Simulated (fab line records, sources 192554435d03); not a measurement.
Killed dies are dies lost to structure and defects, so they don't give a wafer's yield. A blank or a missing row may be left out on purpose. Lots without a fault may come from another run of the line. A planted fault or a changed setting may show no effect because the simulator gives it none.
fab line records | flow n5_finfet
record lots=10 wafers=29 last_day=16
route steps=1938 shown BEOL_M5@1174 MIM_BOT_LITHO@1865 MIM_BOT_ETCH@1866 TV_LITHO@1886 PASSIVATION@1936
lots that met no fault: from a run of the same line without faults
start_h: hours from the record's first day to the start of the lot's first wafer shown | wait_h: hours since the lot's step before | " the same as in the row above | L1.1+2: a row that stands for several wafers | - no value, or no start given | * or withheld: withheld | < > ~ a bound
route shown NAME@n: a module of which the file shows steps, and the number in the route of the first | usual: mean/standard deviation of fault-free wafers | same: alike in all rows | chamber/n: place in a boat | sites: the reading at each site | _std_site: their standard deviation | _edge_site: outer sites' mean less inner sites' | radius_mm: how far each site lies from the wafer's centre | mask NAME#n: copy n | behind: the tool/chamber that last shaped the wafer | hold: why the lot was held/for how many hours/how that ended | device: the transistor (n, p or np) that didn't switch | end of line: the same wafers' tests at the end of the route | a step without rows: its recipe alone | killed: dies lost to structure and defects at the first sort, not the wafer's yield | map: a wafer's dies, x killed, . not, _ none there
set.NAME: the setting as run; set.NAME@STEP: as run at that earlier step | model.NAME: the simulator's own value behind a step, which no gauge read
steps of the route over a sample of lots; a table a step, a row a wafer
services: from which hour (start_h, from the record's first day; less than 0 if before it) a tool's chamber was out of use, for how many hours, and why
## steps
# step N5_BEOL_M5_CVD_47
# recipe material=Co target_thk_a=30 temp_c=withheld precursor=CCTBA/H2 pressure_torr=30 time_s=216
# same time_s=216
# columns lot.wafer tool chamber start_h wait_h
L328.1+4+5 cvd_co-01 1,0,1 167.22 0.0
L331.1+2+5 cvd_co-02 0,1,0 185.73 0.0
L332.2+4+6 cvd_co-02 2,1,2 196.07 0.0
L333.3+4+6 cvd_co-02 1,2,0 198.98 0.0
L341.3+6 cvd_co-01 2,0 249.06 0.3
L342.1+4+6 cvd_co-01 0,2,0 268.32 0.0
L347.1+3+4 cvd_co-02 2,1,2 284.15 0.3
L345.2+5+6 cvd_co-02 1,0,2 288.92 0.1
L346.1+2+4 cvd_co-02 2,1,0 290.28 0.0
L349.3+4+6 cvd_co-02 2,2,0 294.77 0.1
# step N5_MIM_BOT_LITHO_DESCUM_10
# recipe chemistry=O2 time_s=7.9 source_power_w=50 bias_power_w=20 pressure_mtorr=20 rf_frequency_hz=2.712e+07 temp_c=40 o2_flow_sccm=225
# usual drypump_motor_current_A=5.6/0.41 oes_product_au=0.82/0.077 rf_vpp_V=242.8/1.3 showerhead_plenum_p_Torr=2.07/0.072 throttle_valve_pct=20.39/0.17
# same time_s=7.9
# columns lot.wafer tool chamber start_h wait_h drypump_motor_current_A oes_product_au rf_hours_counter_h rf_vpp_V showerhead_plenum_p_Torr throttle_valve_pct
L328.1 rie_diel-06 1 264.86 0.0 6.3 0.82 74 245.4 2.22 20.58
L328.4 " 1 " " 6.2 0.82 - 244.0 2.22 20.58
L328.5 " 3 " " 5.7 0.93 - 243.3 2.15 20.55
L331.1 rie_diel-01 3 284.49 0.0 5.3 0.76 140 241.9 2.01 20.09
L331.2 " 0 " " 6.2 0.94 10 242.8 2.06 20.48
L331.5 " 2 " " 5.2 0.75 - 241.8 2.01 20.37
L332.2 rie_diel-05 0 286.93 0.0 5.5 0.82 75 242.2 2.02 20.19
L332.4 " 3 " " 5.0 0.82 65 244.2 2.21 20.30
L332.6 " 3 " " 5.0 0.84 - 244.6 2.21 20.29
L333.3 rie_diel-05 1 295.96 0.1 6.1 0.84 59 243.5 2.13 20.22
L333.4 " 0 " " 5.5 0.83 78 243.4 2.02 20.19
L333.6 " 0 " " 5.5 0.82 - 242.4 2.02 20.19
L341.3 rie_diel-01 0 341.93 0.0 6.2 0.89 30 243.1 2.05 20.51
L341.6 " 2 " " 5.3 0.73 - 242.6 2.00 20.39
L342.1 rie_diel-01 3 354.28 0.0 5.4 0.74 164 240.4 2.00 20.14
L342.4 " 2 " " 5.3 0.71 185 242.4 2.00 20.40
L342.6 " 2 " " 5.3 0.72 - 242.0 2.00 20.41
L347.1 rie_diel-05 1 361.59 0.3 6.1 0.81 83 241.9 2.12 20.25
L347.3 " 3 " " 5.0 0.81 91 244.7 2.20 20.35
L347.4 " 0 " " 5.5 0.78 103 242.4 2.02 20.23
L345.2 rie_diel-01 1 373.33 0.0 5.6 0.91 27 242.3 2.05 20.26
L345.5 " 0 " " 6.2 0.87 - 243.7 2.04 20.53
L345.6 " 3 " " 5.3 0.74 - 243.2 2.00 20.14
L346.1 rie_diel-01 1 378.48 0.0 5.6 0.91 28 242.9 2.05 20.26
L346.2 " 3 " " 5.4 0.74 171 242.0 2.00 20.17
L346.4 " 0 " " 6.2 0.87 44 243.2 2.04 20.54
L349.3 rie_diel-05 1 378.64 0.0 6.1 0.81 89 243.5 2.12 20.25
L349.4 " 0 " " 5.5 0.78 108 241.3 2.01 20.24
L349.6 " 2 " " 5.6 0.78 - 242.6 2.00 20.67
# step N5_MIM_BOT_ETCH_ETCH_04
# recipe chemistry=CF4/O2 target=SiNx target_depth_a=260 time_s=13 ion_energy_ev=100 pressure_mtorr=40 source_w=535 bias_w=49 Ar_flow_sccm=100 cf4_flow_sccm=100 O2_flow_sccm=10
# usual drypump_motor_current_A=5.6/0.41 oes_f_703_au=0.82/0.072 oes_product_au=0.82/0.076 rf_vpp_V=239.4/2 showerhead_plenum_p_Torr=2.18/0.071 throttle_valve_pct=15.94/0.17
# same time_s=13
# columns lot.wafer tool chamber start_h wait_h drypump_motor_current_A oes_f_703_au oes_product_au rf_hours_counter_h rf_vpp_V showerhead_plenum_p_Torr throttle_valve_pct
L328.1 rie_diel-06 1 264.93 0.0 6.2 0.83 0.82 74 237.4 2.32 16.05
L328.4 " 1 " " 6.2 0.82 0.82 - 238.0 2.32 16.06
L328.5 " 3 " " 5.7 0.92 0.94 - 241.9 2.26 16.01
L331.1 rie_diel-01 3 284.56 0.0 5.4 0.77 0.76 140 240.9 2.12 15.69
L331.2 " 0 " " 6.2 0.94 0.96 10 238.8 2.17 16.01
L331.5 " 2 " " 5.3 0.76 0.74 - 238.4 2.12 15.89
L332.2 rie_diel-05 0 286.99 0.0 5.5 0.81 0.81 75 240.5 2.15 15.79
L332.4 " 3 " " 5.0 0.82 0.83 65 242.4 2.32 15.87
L332.6 " 3 " " 5.0 0.82 0.83 - 244.9 2.32 15.87
L333.3 rie_diel-05 1 296.03 0.0 6.1 0.86 0.85 59 239.9 2.23 15.74
L333.4 " 0 " " 5.5 0.80 0.81 78 240.6 2.15 15.80
L333.6 " 0 " " 5.5 0.81 0.81 - 240.6 2.15 15.82
L341.3 rie_diel-01 0 341.99 0.0 6.2 0.90 0.89 30 237.3 2.17 16.03
L341.6 " 2 " " 5.2 0.73 0.73 - 237.2 2.11 15.94
L342.1 rie_diel-01 3 354.35 0.0 5.4 0.74 0.75 164 240.1 2.11 15.71
L342.4 " 2 " " 5.3 0.73 0.73 185 238.4 2.11 15.95
L342.6 " 2 " " 5.3 0.73 0.73 - 237.7 2.11 15.95
L347.1 rie_diel-05 1 361.65 0.0 6.1 0.84 0.83 83 238.4 2.23 15.78
L347.3 " 3 " " 4.9 0.79 0.79 91 244.0 2.31 15.93
L347.4 " 0 " " 5.5 0.78 0.79 103 239.5 2.14 15.83
L345.2 rie_diel-01 1 373.40 0.0 5.6 0.89 0.90 27 240.6 2.17 15.81
L345.5 " 0 " " 6.2 0.87 0.88 - 236.3 2.16 16.06
L345.6 " 3 " " 5.4 0.74 0.73 - 240.8 2.11 15.74
L346.1 rie_diel-01 1 378.54 0.0 5.7 0.89 0.91 28 240.8 2.17 15.81
L346.2 " 3 " " 5.4 0.74 0.73 171 241.1 2.11 15.75
L346.4 " 0 " " 6.1 0.87 0.87 44 238.1 2.16 16.08
L349.3 rie_diel-05 1 378.70 0.0 6.1 0.83 0.82 89 239.5 2.22 15.80
L349.4 " 0 " " 5.5 0.77 0.78 108 239.3 2.14 15.88
L349.6 " 2 " " 5.6 0.80 0.80 - 237.5 2.12 16.30
# step N5_PASSIVATION_DESCUM_12
# recipe chemistry=O2 time_s=7.9 source_power_w=50 bias_power_w=20 pressure_mtorr=20 rf_frequency_hz=2.712e+07 temp_c=40 o2_flow_sccm=225
# usual drypump_motor_current_A=5.8/0.4 oes_product_au=0.81/0.098 rf_vpp_V=242.6/1.3 showerhead_plenum_p_Torr=2.05/0.061 throttle_valve_pct=20.37/0.21
# same time_s=7.9
# columns lot.wafer tool chamber start_h wait_h drypump_motor_current_A oes_product_au rf_hours_counter_h rf_vpp_V showerhead_plenum_p_Torr throttle_valve_pct
L328.1 rie_diel-03 0 266.36 0.0 6.1 0.74 203 243.1 2.00 20.65
L328.4 " 2 " " 6.2 0.72 192 241.1 1.99 20.40
L328.5 " 2 " " 6.2 0.71 - 242.8 1.99 20.39
L331.1 rie_diel-04 2 290.52 0.3 5.7 0.90 30 242.4 2.04 20.25
L331.2 " 1 " " 6.1 0.72 196 243.0 2.16 20.35
L331.5 " 1 " " 6.1 0.72 - 245.9 2.16 20.33
L332.2 rie_diel-03 2 290.53 0.3 6.2 0.71 203 241.1 1.99 20.40
L332.4 " 0 " " 6.1 0.74 213 240.4 1.99 20.65
L332.6 " 0 " " 6.1 0.73 - 242.4 1.99 20.64
L333.3 rie_diel-03 3 297.35 0.0 6.2 0.76 142 240.6 2.01 20.47
L333.4 " 0 " " 6.1 0.73 214 241.2 1.99 20.65
L333.6 " 1 " " 4.7 0.91 - 244.2 2.13 20.14
L341.3 rie_diel-02 3 343.94 0.1 6.3 0.86 43 244.0 2.12 19.88
L341.6 " 3 " " 6.3 0.87 - 244.6 2.12 19.89
L342.1 rie_diel-04 0 358.39 0.2 5.6 0.95 7 243.4 2.05 20.45
L342.4 " 2 " " 5.7 0.85 54 243.1 2.03 20.29
L342.6 " 3 " " 5.8 0.96 - 243.0 2.05 20.29
L347.1 rie_diel-04 3 364.86 0.1 5.8 0.96 15 242.3 2.05 20.30
L347.3 " 1 " " 6.1 0.71 219 243.6 2.16 20.37
L347.4 " 2 " " 5.7 0.86 56 242.9 2.03 20.32
L345.2 rie_diel-04 0 374.83 0.0 5.6 0.93 12 242.3 2.05 20.43
L345.5 " 2 " " 5.7 0.84 - 242.4 2.03 20.31
L345.6 " 3 " " 5.8 0.94 - 241.8 2.05 20.28
L346.1 rie_diel-03 2 379.99 0.0 6.2 0.69 229 240.6 1.98 20.45
L346.2 " 1 " " 4.7 0.86 60 243.1 2.12 20.19
L346.4 " 0 " " 6.1 0.71 240 241.1 1.98 20.68
L349.3 rie_diel-04 0 382.85 0.2 5.6 0.92 14 243.3 2.05 20.44
L349.4 " 3 " " 5.8 0.94 20 241.9 2.05 20.31
L349.6 " 0 " " 5.6 0.93 - 240.8 2.05 20.46
# step N5_PASSIVATION_PROBE_49
# usual defect_limited_yield=91.5/1.3 killed_at_M0_to_M3=33/11 killed_at_M4_up=14/5.3 killed_at_contacts=11/6.3 killed_at_front_end=38/10 killed_at_other=3.7/2.8 killed_dies=101/16 killed_on_rim=13/3.4 killed_open=67/12 killed_short=32/7.4 sort_bin_5_function=5.0/0.86 sort_bin_6_memory=3.2/0.69 sort_n_pass=1079/16 sort_yield_pct=91.5/1.3
# same gross_dies=1180 killed_at_back_side=0 sort_bin_4_leakage[%]=0 sort_bin_8_speed[%]=0
# columns lot.wafer tool chamber start_h wait_h defect_limited_yield[%] killed_at_M0_to_M3 killed_at_M4_up killed_at_contacts killed_at_front_end killed_at_other killed_dies killed_on_rim killed_open killed_short sort_bin_5_function[%] sort_bin_6_memory[%] sort_n_pass sort_yield_pct[%]
L341.3 prober-02 - 350.55 0.1 88.6 31 74 1 23 5 134 25 44 26 6.7 2.6 1046 88.6
L341.6 prober-02 - 350.70 0.3 82.8 22 142 5 31 3 203 17 46 29 11.0 3.9 977 82.8
L342.1 prober-01 - 364.95 0.0 81.6 28 155 6 24 4 217 19 73 15 10.3 4.6 963 81.6
L342.4 prober-01 - 365.10 0.2 86.4 25 85 6 31 13 160 31 52 36 8.9 2.9 1020 86.4
L342.6 prober-01 - 365.20 0.3 81.9 19 131 14 35 14 213 20 62 28 11.4 4.7 967 81.9
# killed by level:class
L341.3 BEOL_M5:unspecified=63 BEOL_M1:geometric_particle:open=10 BEOL_M0_SAQP:geometric_particle:open=8 DUMMY_GATE:geometric_particle:open=7 BEOL_M4:geometric_particle:open=6 BEOL_M3:geometric_particle:open=5 FIN_SAQP:geometric_particle:short=4 BEOL_M1:geometric_particle:short=3
L341.6 BEOL_M5:unspecified=127 BEOL_M4:geometric_particle:open=10 FIN_SAQP:geometric_particle:short=7 BEOL_M2:geometric_particle:open=6 GATE_CUT:geometric_particle:short=6 DUMMY_GATE:geometric_particle:open=5 MOL_CONTACT_COAG:geometric_particle:open=5 BEOL_M0_SAQP:geometric_particle:open=5
L342.1 BEOL_M5:unspecified=126 BEOL_M4:geometric_particle:open=20 BEOL_M3:geometric_particle:open=8 MOL_CONTACT_COAG:geometric_particle:open=6 BEOL_M0:geometric_particle:open=6 STI_FIN_REVEAL:geometric_particle:open=4 FIN_SAQP:geometric_particle:open=3 FIN_SAQP:geometric_particle:short=3
L342.4 BEOL_M5:unspecified=71 BEOL_M1:geometric_particle:open=7 MIM_BOT:geometric_particle:short=7 DUMMY_GATE:geometric_particle:open=6 BEOL_M3:geometric_particle:open=6 GATE_CUT:geometric_particle:open=5 FIN_SAQP:geometric_particle:short=4 BEOL_M4:geometric_particle:open=4
L342.6 BEOL_M5:unspecified=123 MOL_CONTACT_COAG:geometric_particle:open=8 BEOL_M2:geometric_particle:open=8 MIM_BOT:geometric_particle:open=7 MOL_CONTACT_COAG:geometric_particle:short=6 STI_FIN_REVEAL:geometric_particle:open=5 GATE_CUT:geometric_particle:open=5 FIN_SAQP:geometric_particle:open=4
## services
# columns tool chamber start_h hours kind
rie_diel-06 0 149.96 9.6 repair
cvd_co-01 - 153.72 6.9 pm
cvd_co-02 - 168.66 0.6 repair
rie_diel-06 - 186.01 2.8 pm
cvd_co-01 2 189.17 15.3 repair
rie_diel-06 2 193.07 5.0 repair
cvd_co-01 1 205.77 4.3 repair
cvd_co-01 0 208.60 9.6 repair
cvd_co-02 - 227.63 6.0 pm
cvd_co-02 - 243.17 20.8 repair
rie_diel-06 0 248.46 12.2 repair
rie_diel-04 2 250.08 2.5 repair
rie_diel-06 2 253.30 11.7 repair
rie_diel-04 3 257.50 8.1 repair
cvd_co-02 - 313.75 2.8 pm
rie_diel-06 0 323.11 6.4 repair
cvd_co-02 1 323.28 5.4 repair
cvd_co-01 2 325.04 3.4 repair
rie_diel-05 - 328.94 1.0 repair
rie_diel-06 1 331.98 7.0 repair
rie_diel-01 3 338.74 10.4 repair
rie_diel-06 2 343.55 9.0 repair
cvd_co-02 - 344.12 0.5 repair
rie_diel-01 1 346.23 5.1 repair
## key
first_sign step=N5_PASSIVATION_PROBE_49 reading=killed_at_M4_up direction=up sigmas=20 usual=14 struck=117
effect step=N5_PASSIVATION_PROBE_49 reading=killed_dies direction=up sigmas=5.4 usual=101 struck=185
more_kills_born_at N5_BEOL_M5_CVD_47@cvd_co-01=510
met_at N5_BEOL_M5_CVD_47
struck_lots L341,L342
not_acting_at N5_MIM_BOT_LITHO_DESCUM_10,N5_MIM_BOT_ETCH_ETCH_04,N5_PASSIVATION_DESCUM_12
onset_between 167.22 249.06
fault kind=chamber_particle_source tool=cvd_co-01 chamber=- onset_h=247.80 steps=N5_BEOL_M5_CVD_47 rate_per_visit_cm2=1.0571 end_h=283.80
